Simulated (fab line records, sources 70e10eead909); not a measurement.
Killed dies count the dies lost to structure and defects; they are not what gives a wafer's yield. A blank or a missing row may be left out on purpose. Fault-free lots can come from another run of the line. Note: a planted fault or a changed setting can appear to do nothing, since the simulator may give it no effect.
What tool caused it?	flow nand harc	72 wafers from 24 lots sampled at 6 of the route's 1302 steps

## WHAT EACH GAUGE READ, for each wafer
The record holds no reading of a measuring or inspecting step that can be judged against a usual standard deviation.

## TOOL THAT RAN EACH LOT (tool first, then ch and the chambers of the sampled wafers, then the start)
lot	NHARC_A_STAIRCASE_STRIP_274	NHARC_A_STAIRCASE_DEP_280	NHARC_A_STAIRCASE_DEP_322	NHARC_A_STAIRCASE_ETCHBACK_422	NHARC_A_STAIRCASE_CMP_472	NHARC_A_WL_FILL_ETCHBACK_16
L074	rie diel-04 ch 0,1,3, day 16 12:48 or earlier	pecvd-04 ch 0,1,2, day 16 12:48	pecvd-02 ch 1,2, day 17 23:11	rie diel-11 ch 0,2,3, day 18 20:44	cmp-03 ch 1,2,3, day 18 21:43	rie diel-09 ch 1,3, no start
L075	rie diel-04 ch 0,1,3, day 17 03:38 or earlier	pecvd-03 ch 0,1, day 17 03:38	pecvd-02 ch 0,1, day 18 13:55	rie diel-11 ch 0,2,3, day 19 13:39	cmp-01 ch 1,2, day 19 14:34	rie diel-03 ch 1,2,3, no start
L076	rie diel-12 ch 0,2, day 17 07:11 or earlier	pecvd-02 ch 0,1, day 17 07:11	pecvd-03 ch 0,1, day 18 13:49	rie diel-04 ch 0,2,3, day 19 14:29	cmp-02 ch 0,2,3, day 19 15:29	rie diel-09 ch 1,2,3, no start
L077	rie diel-04 ch 2,3, day 17 16:28 or earlier	pecvd-02 ch 0,2, day 17 16:28	pecvd-04 ch 0,1, day 19 01:17	rie diel-04 ch 0,2,3, day 20 00:52	cmp-01 ch 1,2, day 20 02:24	rie diel-10 ch 0,1,3, no start
L078	rie diel-12 ch 0,2,3, day 18 07:52 or earlier	pecvd-04 ch 1,2, day 18 07:52	pecvd-02 ch 0,2, day 19 15:56	rie diel-12 ch 1,2,3, day 20 16:39	cmp-03 ch 1,3, day 20 17:34	rie diel-03 ch 0,3, no start
L079	rie diel-11 ch 1,2, day 18 11:11 or earlier	pecvd-04 ch 0,1,2, day 18 11:11	pecvd-03 ch 0,1, day 19 16:00	rie diel-12 ch 1,2,3, day 20 16:46	cmp-02 ch 0,3, day 20 17:39	rie diel-10 ch 0,1, no start
L080	rie diel-12 ch 0,1,2, day 19 05:47 or earlier	pecvd-04 ch 0,1,2, day 19 05:47	pecvd-02 ch 0,1,2, day 20 18:11	rie diel-11 ch 0,2,3, day 21 18:06	cmp-02 ch 0,2,3, day 21 19:02	rie diel-10 ch 0,1,2, no start
L081	rie diel-11 ch 0,2,3, day 19 18:19 or earlier	pecvd-03 ch 1,2, day 19 18:19	pecvd-02 ch 0,1,2, day 21 02:04	rie diel-11 ch 0,1,2, day 22 04:49	cmp-02 ch 1,3, day 22 05:44	rie diel-03 ch 1,2, no start
L082	rie diel-04 ch 0,1,2, day 19 13:32	pecvd-03 ch 0,2, day 19 20:14	pecvd-04 ch 1,2, day 21 09:20	rie diel-12 ch 2,3, day 22 11:39	cmp-01 ch 0,3, day 22 12:33	rie diel-09 ch 0,1,3, no start
L083	rie diel-12 ch 2,3, day 20 05:31 or earlier	pecvd-03 ch 0,1, day 20 05:31	pecvd-02 ch 1,2, day 21 09:26	rie diel-12 ch 0,1,2, day 22 11:23	cmp-02 ch 0,1, day 22 12:18	rie diel-09 ch 0,3, no start
L084	rie diel-11 ch 0,1,3, day 20 20:15 or earlier	pecvd-04 ch 0,1,2, day 20 20:15	pecvd-02 ch 1,2, day 22 02:31	rie diel-04 ch 0,1,3, day 23 00:15	cmp-03 ch 0,1,2, day 23 01:08	rie diel-10 ch 1,2,3, no start
L086	rie diel-04 ch 0,3, day 20 21:41 or earlier	pecvd-02 ch 0,2, day 20 21:41	pecvd-04 ch 0,2, day 22 02:02	rie diel-04 ch 1,2,3, day 22 23:58	cmp-01 ch 0,2,3, day 23 00:53	rie diel-09 ch 0,1,2, no start
L085	rie diel-12 ch 1,2,3, day 20 22:56 or earlier	pecvd-03 ch 1,2, day 20 22:56	pecvd-02 ch 1,2, day 22 02:02	rie diel-04 ch 1,2,3, day 22 23:40	cmp-02 ch 1,2,3, day 23 00:35	rie diel-03 ch 0,1,3, no start
L087	rie diel-04 ch 1,2,3, day 22 08:24 or earlier	pecvd-04 ch 0,1,2, day 22 08:24	pecvd-04 ch 0,1,2, day 23 19:44	rie diel-12 ch 0,1,2, day 24 22:46	cmp-03 ch 0,1,2, day 24 23:42	rie diel-09 ch 1,2,3, no start
L089	rie diel-11 ch 0,3, day 22 13:59 or earlier	pecvd-04 ch 0,1, day 22 13:59	pecvd-02 ch 0,1, day 23 19:58	rie diel-11 ch 0,1,2, day 24 22:35	cmp-02 ch 0,3, day 24 23:36	rie diel-10 ch 0,1,3, no start
L088	rie diel-11 ch 0,1,3, day 23 09:37 or earlier	pecvd-04 ch 0,1,2, day 23 09:37	pecvd-03 ch 0,1,2, day 24 18:22	rie diel-11 ch 0,2,3, day 25 17:26	cmp-02 ch 0,1,2, day 25 18:46	rie diel-09 ch 0,1,3, no start
L090	rie diel-11 ch 1,2, day 23 14:31 or earlier	pecvd-04 ch 0,2, day 23 14:31	pecvd-02 ch 1,2, day 24 18:34	rie diel-04 ch 1,2,3, day 25 17:19	cmp-03 ch 0,1,2, day 25 18:35	rie diel-10 ch 0,1, no start
L091	rie diel-12 ch 0,2,3, day 23 23:56 or earlier	pecvd-04 ch 0,1,2, day 23 23:56	pecvd-03 ch 0,1, day 25 07:50	rie diel-04 ch 1,2, day 26 06:23	cmp-02 ch 0,1, day 26 07:17	rie diel-09 ch 1,2,3, no start
L093	rie diel-11 ch 0,1, day 24 03:14 or earlier	pecvd-02 ch 0,1, day 24 03:14	pecvd-02 ch 0,1, day 25 07:50	rie diel-04 ch 0,1, day 26 06:05	cmp-01 ch 0,1, day 26 07:03	rie diel-10 ch 2,3, no start
L092	rie diel-04 ch 0,2, day 24 06:53 or earlier	pecvd-04 ch 0,2, day 24 06:53	pecvd-04 ch 0,1,2, day 25 18:41	rie diel-04 ch 2,3, day 26 22:49	cmp-01 ch 0,1,2, day 26 23:54	rie diel-10 ch 1,2, no start
L094	rie diel-11 ch 0,2,3, day 24 18:08 or earlier	pecvd-04 ch 0,1, day 24 18:08	pecvd-04 ch 0,1, day 26 04:44	rie diel-11 ch 0,1, day 27 04:44	cmp-02 ch 1,2,3, day 27 06:26	rie diel-03 ch 0,2, no start
L095	rie diel-11 ch 2,3, day 25 05:35 or earlier	pecvd-04 ch 0,2, day 25 05:35	pecvd-03 ch 0,1, day 26 10:24	rie diel-04 ch 0,1,3, day 27 12:52	cmp-01 ch 0,1,3, day 27 13:46	rie diel-10 ch 0,1, no start
L097	rie diel-12 ch 0,1,2, day 26 04:06 or earlier	pecvd-03 ch 0,1,2, day 26 04:06	pecvd-03 ch 0,2, day 27 12:41	rie diel-04 ch 2,3, day 28 10:05	cmp-03 ch 0,2, day 28 11:01	rie diel-09 ch 0,1,3, no start
L096	rie diel-04 ch 0,2,3, day 27 12:58 or earlier	pecvd-02 ch 0,2, day 27 12:58	pecvd-02 ch 0,2, day 28 20:14	rie diel-11 ch 0,1,3, day 29 20:16	cmp-01 ch 0,2,3, day 29 21:11	rie diel-10 ch 1,2, no start
- NHARC_A_STAIRCASE_STRIP_274: strips in O2.
- NHARC_A_STAIRCASE_DEP_280: deposits SiON, target thk 30 nm.
- NHARC_A_STAIRCASE_DEP_322: deposits SiO2, target thk 7200 nm.
- NHARC_A_STAIRCASE_ETCHBACK_422: etches the open film in CH3F/O2, target depth 40 nm, time 74.286 s.
- NHARC_A_STAIRCASE_CMP_472: polishes SiO2.
- NHARC_A_WL_FILL_ETCHBACK_16: etches the open film in C4F8/O2/Ar, target depth 120 nm, time 24 s.

## WHAT THE TOOLS THEMSELVES READ (means of the sampled wafers that have a number; where no wafer has one, the mark that the record gives instead)
NHARC_A_STAIRCASE_STRIP_274. Usual: drypump motor current A 5.8 A, standard deviation 0.53; oes product au 0.998 a.u., standard deviation 0.007; rf vpp V 57.8 V, standard deviation 0.84; showerhead plenum p Torr 3.55 Torr, standard deviation 0.12; throttle valve pct 17.036 %, standard deviation 0.0092.
lot	tool	drypump motor current A (A)	oes product au (a.u.)	rf vpp V (V)	showerhead plenum p Torr (Torr)	throttle valve pct (%)	flag
L074	rie diel-04	6.0	0.997	57.2	3.48	17.028	
L075	rie diel-04	6.0	1.005	56.9	3.48	17.030	
L076	rie diel-12	5.2	1.002	57.6	3.50	17.042	
L077	rie diel-04	6.1	0.998	58.3	3.70	17.042	
L078	rie diel-12	5.5	0.996	57.3	3.50	17.038	
L079	rie diel-11	6.2	0.998	58.9	3.65	17.038	
L080	rie diel-12	5.3	0.999	57.8	3.56	17.041	
L081	rie diel-11	5.8	0.997	58.4	3.58	17.040	
L082	rie diel-04	6.0	0.992	57.1	3.43	17.038	
L083	rie diel-12	5.9	0.990	58.3	3.49	17.037	
L084	rie diel-11	5.8	0.996	57.9	3.59	17.030	
L086	rie diel-04	5.7	0.999	58.1	3.61	17.038	
L085	rie diel-12	5.7	0.995	56.7	3.54	17.047	
L087	rie diel-04	6.3	0.997	57.9	3.53	17.039	
L089	rie diel-11	5.4	0.997	57.8	3.53	17.043	
L088	rie diel-11	5.8	0.998	57.6	3.58	17.034	
L090	rie diel-11	6.1	1.013	57.8	3.61	17.034	
L091	rie diel-12	5.5	0.995	57.9	3.48	17.027	
L093	rie diel-11	6.3	0.997	57.3	3.62	17.048	
L092	rie diel-04	5.9	1.000	57.3	3.52	17.041	
L094	rie diel-11	5.8	1.000	58.6	3.55	17.041	
L095	rie diel-11	5.7	1.004	57.6	3.55	17.041	
L097	rie diel-12	5.3	0.994	57.4	3.53	17.036	
L096	rie diel-04	5.9	0.990	58.6	3.55	17.040	

NHARC_A_STAIRCASE_DEP_280. Usual: heater power w reads 769 W (standard deviation 120).
lot	tool	heater power w (W)	flag
L074	pecvd-04	739	
L075	pecvd-03	725	
L076	pecvd-02	766	
L077	pecvd-02	848	
L078	pecvd-04	754	
L079	pecvd-04	775	
L080	pecvd-04	710	
L081	pecvd-03	784	
L082	pecvd-03	993	
L083	pecvd-03	790	
L084	pecvd-04	732	
L086	pecvd-02	792	
L085	pecvd-03	979	
L087	pecvd-04	776	
L089	pecvd-04	682	
L088	pecvd-04	688	
L090	pecvd-04	757	
L091	pecvd-04	789	
L093	pecvd-02	821	
L092	pecvd-04	716	
L094	pecvd-04	752	
L095	pecvd-04	762	
L097	pecvd-03	789	
L096	pecvd-02	812	

NHARC_A_STAIRCASE_DEP_322. Usual: heater power w reads 682 W (standard deviation 120).
lot	tool	heater power w (W)	flag
L074	pecvd-02	595	
L075	pecvd-02	738	
L076	pecvd-03	663	
L077	pecvd-04	620	
L078	pecvd-02	682	
L079	pecvd-03	663	
L080	pecvd-02	704	
L081	pecvd-02	708	
L082	pecvd-04	678	
L083	pecvd-02	650	
L084	pecvd-02	658	
L086	pecvd-04	611	
L085	pecvd-02	704	
L087	pecvd-04	700	
L089	pecvd-02	784	
L088	pecvd-03	674	
L090	pecvd-02	628	
L091	pecvd-03	606	
L093	pecvd-02	775	
L092	pecvd-04	600	
L094	pecvd-04	569	
L095	pecvd-03	595	
L097	pecvd-03	670	
L096	pecvd-02	675	

NHARC_A_STAIRCASE_ETCHBACK_422. Usual: drypump motor current A 5.9 A, standard deviation 0.5; oes product au 0.97 a.u., standard deviation 0.037; rf vpp V 244.8 V, standard deviation 1.6; showerhead plenum p Torr 2.49 Torr, standard deviation 0.091; throttle valve pct 20.664 %, standard deviation 0.01.
lot	tool	drypump motor current A (A)	oes product au (a.u.)	rf vpp V (V)	showerhead plenum p Torr (Torr)	throttle valve pct (%)	flag
L074	rie diel-11	5.8	0.93	244.9	2.49	20.658	
L075	rie diel-11	5.8	1.00	244.4	2.49	20.673	
L076	rie diel-04	5.8	1.00	245.5	2.49	20.671	
L077	rie diel-04	5.8	0.92	244.5	2.49	20.666	
L078	rie diel-12	5.7	0.99	243.9	2.47	20.660	
L079	rie diel-12	5.7	0.98	244.5	2.47	20.657	
L080	rie diel-11	5.8	1.00	245.4	2.48	20.661	
L081	rie diel-11	6.2	0.99	245.3	2.53	20.658	
L082	rie diel-12	5.7	0.99	244.7	2.47	20.667	
L083	rie diel-12	5.3	0.92	244.9	2.47	20.660	
L084	rie diel-04	6.0	1.00	243.2	2.41	20.655	
L086	rie diel-04	6.3	0.95	245.1	2.46	20.664	
L085	rie diel-04	6.3	0.95	244.6	2.46	20.661	
L087	rie diel-12	5.3	0.92	244.2	2.46	20.667	
L089	rie diel-11	6.2	0.99	244.2	2.52	20.673	
L088	rie diel-11	5.8	0.93	244.3	2.47	20.668	
L090	rie diel-04	6.2	0.93	244.9	2.58	20.664	
L091	rie diel-04	6.5	1.00	247.4	2.60	20.679	
L093	rie diel-04	5.7	0.99	244.8	2.44	20.669	
L092	rie diel-04	6.1	0.92	245.5	2.53	20.664	
L094	rie diel-11	6.2	1.00	245.2	2.52	20.676	
L095	rie diel-04	6.0	0.97	244.9	2.52	20.659	
L097	rie diel-04	6.1	1.00	244.8	2.54	20.663	
L096	rie diel-11	5.8	0.93	244.4	2.47	20.664	

NHARC_A_STAIRCASE_CMP_472. Usual: motor current A 11.9 A, standard deviation 1.2; retaining ring pressure frac 0.999, standard deviation 0.0049.
lot	tool	motor current A (A)	retaining ring pressure frac	flag
L074	cmp-03	11.8	1.001	
L075	cmp-01	11.2	1.002	
L076	cmp-02	11.3	1.001	
L077	cmp-01	11.1	1.001	
L078	cmp-03	10.9	0.999	
L079	cmp-02	12.6	0.998	
L080	cmp-02	11.5	0.999	
L081	cmp-02	11.3	0.998	
L082	cmp-01	13.2	1.003	
L083	cmp-02	12.0	0.998	
L084	cmp-03	12.3	1.005	
L086	cmp-01	12.6	0.997	
L085	cmp-02	10.8	0.999	
L087	cmp-03	12.2	1.001	
L089	cmp-02	12.6	1.000	
L088	cmp-02	12.0	1.006	
L090	cmp-03	12.2	0.998	
L091	cmp-02	13.2	1.002	
L093	cmp-01	12.5	0.996	
L092	cmp-01	11.8	0.998	
L094	cmp-02	10.6	0.999	
L095	cmp-01	12.9	0.996	
L097	cmp-03	13.2	0.998	
L096	cmp-01	12.7	0.999	

NHARC_A_WL_FILL_ETCHBACK_16. Usual: oes product au 0.98 a.u., standard deviation 0.03; rf vpp V 724 V, standard deviation 4.4.
lot	tool	oes product au (a.u.)	rf vpp V (V)	flag
L074	rie diel-09	0.93	724	
L075	rie diel-03	1.01	723	
L076	rie diel-09	0.93	725	
L077	rie diel-10	1.01	722	
L078	rie diel-03	0.99	726	
L079	rie diel-10	1.00	719	
L080	rie diel-10	1.00	724	
L081	rie diel-03	0.99	728	
L082	rie diel-09	1.00	720	
L083	rie diel-09	1.00	722	
L084	rie diel-10	1.00	726	
L086	rie diel-09	1.01	724	
L085	rie diel-03	0.93	724	
L087	rie diel-09	0.99	726	
L089	rie diel-10	1.00	722	
L088	rie diel-09	0.93	721	
L090	rie diel-10	0.96	720	
L091	rie diel-09	0.99	726	
L093	rie diel-10	1.00	725	
L092	rie diel-10	0.97	727	
L094	rie diel-03	0.93	730	
L095	rie diel-10	0.95	720	
L097	rie diel-09	1.01	722	
L096	rie diel-10	1.00	727	

## THE ANSWER, worked out from the rows above alone
Rule: a lot counts as off when the mean over its wafers that have a number is more than 3 standard deviations away from the usual mean. Also off: a lot with no number at a reading for which 4 or more lots have one. All remaining lots with rows at the step are treated as sound. The gauges are gone through in route order, then the tools' own readings, and for those a lot's mean is taken as printed above. The first step at which some lot is off is used, and at that step the reading that is off furthest; a lot without a number counts as furthest.
No lot is off at any reading shown: from this, nothing can be told.

## WHAT THE SIMULATOR PUT IN
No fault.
